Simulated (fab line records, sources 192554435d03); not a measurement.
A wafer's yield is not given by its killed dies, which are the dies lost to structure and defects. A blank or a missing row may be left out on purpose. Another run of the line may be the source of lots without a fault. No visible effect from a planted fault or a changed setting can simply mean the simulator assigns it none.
Lot-split experiment || flow n5 finfet || route with 1938 steps; 7 lots, 21 wafers read

## SPLIT DETAILS
At N5_GATE_CUT_ETCH_37 (etches SOC in N2/H2, target depth 60 nm, overetch 12 nm, time 90 s), the setting bias w was moved away from the recipe's 150 W on 4 of the 21 wafers read, by -14.3% to +15.7%. The other wafers ran this setting at the recipe's value.

The reading comes from the split's own step.

## THE READING
rf vpp V, in V, at N5_GATE_CUT_ETCH_37 (etches SOC in N2/H2, target depth 60 nm, overetch 12 nm, time 90 s). A value of 524.3 V with a standard deviation of 2.6 V is what fault-free wafers of this fab line usually give.

{"wafer": "L074.4", "tool, chamber at the split": "rie diel-02, 2", "bias w as run, W": 150, "against the recipe": "recipe", "rf vpp V, V": 522.2, "against lot-mates on the recipe": "-"}
{"wafer": "L074.5", "tool, chamber at the split": "rie diel-02, 0", "bias w as run, W": 150, "against the recipe": "recipe", "rf vpp V, V": 526.5, "against lot-mates on the recipe": "-"}
{"wafer": "L074.6", "tool, chamber at the split": "rie diel-02, 1", "bias w as run, W": 150, "against the recipe": "recipe", "rf vpp V, V": 519.4, "against lot-mates on the recipe": "-"}
{"wafer": "L076.2", "tool, chamber at the split": "rie diel-01, 0", "bias w as run, W": 150, "against the recipe": "recipe", "rf vpp V, V": 525.1, "against lot-mates on the recipe": "-"}
{"wafer": "L076.3", "tool, chamber at the split": "rie diel-01, 3", "bias w as run, W": 150, "against the recipe": "recipe", "rf vpp V, V": 523.7, "against lot-mates on the recipe": "-"}
{"wafer": "L076.6", "tool, chamber at the split": "rie diel-01, 0", "bias w as run, W": 150, "against the recipe": "recipe", "rf vpp V, V": 526.5, "against lot-mates on the recipe": "-"}
{"wafer": "L080.3", "tool, chamber at the split": "rie diel-01, 2", "bias w as run, W": 150, "against the recipe": "recipe", "rf vpp V, V": 522.7, "against lot-mates on the recipe": "-"}
{"wafer": "L080.4", "tool, chamber at the split": "rie diel-01, 1", "bias w as run, W": 150, "against the recipe": "recipe", "rf vpp V, V": 524.8, "against lot-mates on the recipe": "-"}
{"wafer": "L080.6", "tool, chamber at the split": "rie diel-01, 1", "bias w as run, W": 150, "against the recipe": "recipe", "rf vpp V, V": 523.1, "against lot-mates on the recipe": "-"}
{"wafer": "L086.1", "tool, chamber at the split": "rie diel-04, 2", "bias w as run, W": 150, "against the recipe": "recipe", "rf vpp V, V": 526.0, "against lot-mates on the recipe": "-"}
{"wafer": "L086.3", "tool, chamber at the split": "rie diel-04, 1", "bias w as run, W": 128.5, "against the recipe": "-14.3%", "rf vpp V, V": 473.1, "against lot-mates on the recipe": -53.2}
{"wafer": "L086.6", "tool, chamber at the split": "rie diel-04, 0", "bias w as run, W": 150, "against the recipe": "recipe", "rf vpp V, V": 526.6, "against lot-mates on the recipe": "-"}
{"wafer": "L087.2", "tool, chamber at the split": "rie diel-01, 1", "bias w as run, W": 150, "against the recipe": "recipe", "rf vpp V, V": 523.9, "against lot-mates on the recipe": "-"}
{"wafer": "L087.5", "tool, chamber at the split": "rie diel-01, 3", "bias w as run, W": 150, "against the recipe": "recipe", "rf vpp V, V": 522.3, "against lot-mates on the recipe": "-"}
{"wafer": "L087.6", "tool, chamber at the split": "rie diel-01, 2", "bias w as run, W": 129, "against the recipe": "-14.0%", "rf vpp V, V": 474.5, "against lot-mates on the recipe": -48.6}
{"wafer": "L089.4", "tool, chamber at the split": "rie diel-04, 1", "bias w as run, W": 173.5, "against the recipe": "+15.7%", "rf vpp V, V": 571.2, "against lot-mates on the recipe": "+44.5"}
{"wafer": "L089.5", "tool, chamber at the split": "rie diel-04, 0", "bias w as run, W": 150, "against the recipe": "recipe", "rf vpp V, V": 526.7, "against lot-mates on the recipe": "-"}
{"wafer": "L089.6", "tool, chamber at the split": "rie diel-04, 2", "bias w as run, W": 173.5, "against the recipe": "+15.7%", "rf vpp V, V": 575.9, "against lot-mates on the recipe": "+49.2"}
{"wafer": "L096.1", "tool, chamber at the split": "rie diel-02, 2", "bias w as run, W": 150, "against the recipe": "recipe", "rf vpp V, V": 521.0, "against lot-mates on the recipe": "-"}
{"wafer": "L096.2", "tool, chamber at the split": "rie diel-02, 0", "bias w as run, W": 150, "against the recipe": "recipe", "rf vpp V, V": 525.2, "against lot-mates on the recipe": "-"}
{"wafer": "L096.5", "tool, chamber at the split": "rie diel-02, 3", "bias w as run, W": 150, "against the recipe": "recipe", "rf vpp V, V": 526.4, "against lot-mates on the recipe": "-"}

FIT RESULTS
A straight line over all 21 wafers: rf vpp V changes by +3.34 V for each +1% of bias w; r = +0.99; the points scatter about the line by 2.5 V.
The same after taking each lot's own level away (the mean of its wafers on the recipe; 21 wafers): +3.26 V for each +1%; r = +0.99; scatter 2.6 V.
According to that fit, moving bias w by its largest amount changes the reading by 51 V.
Measured against the standard deviation above, the lots' own levels, which go from 522.70 to 526.70 V, span 1.5 times it.
Hence the lot-to-lot level has little effect on the slope; both slopes agree.
Check: for one of the wafers moved furthest among these (+15.7%), held out of the fit, the line's prediction against its lot-mates is +53 V. Against them it came out at +44.5 V.
Tool readings at the split's step, against how far the setting was moved: rf vpp V r = +0.99.

## ADDITIONAL SPLITS CARRIED BY THESE WAFERS
Note: prior to the reading, these wafers also went through further splits. Each is held against what the fit with the lots' levels taken away leaves over:
{"other split on the same wafers": "N5_HKMG_FIN_PEB_10 peb time s", "wafers away from the commonest value": 8, "r with rf vpp V (lot level and that fit taken away)": -0.01}

## THE WHOLE CHAIN: every reading that the file lists as answering this split, in the file's order
{"step": "N5_GATE_CUT_ETCH_37", "what it does": "etches SOC in N2/H2, target depth 60 nm, overetch 12 nm, time 90 s", "reading": "rf vpp V", "change (the file's fit)": "+3.37 V for each +1% of the setting", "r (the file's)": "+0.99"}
{"step": "N5_GATE_CUT_ETCH_37", "what it does": "etches SOC in N2/H2, target depth 60 nm, overetch 12 nm, time 90 s", "reading": "SiARC_of_GATE_CUT_COAT_35.thk nm (the simulator's own value, which no gauge read)", "change (the file's fit)": "-0.0505 nm for each +1% of the setting", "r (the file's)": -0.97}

## THE FILE'S OWN FIT
rf vpp V changes by +3.37 V for each +1% of bias w, r = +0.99.
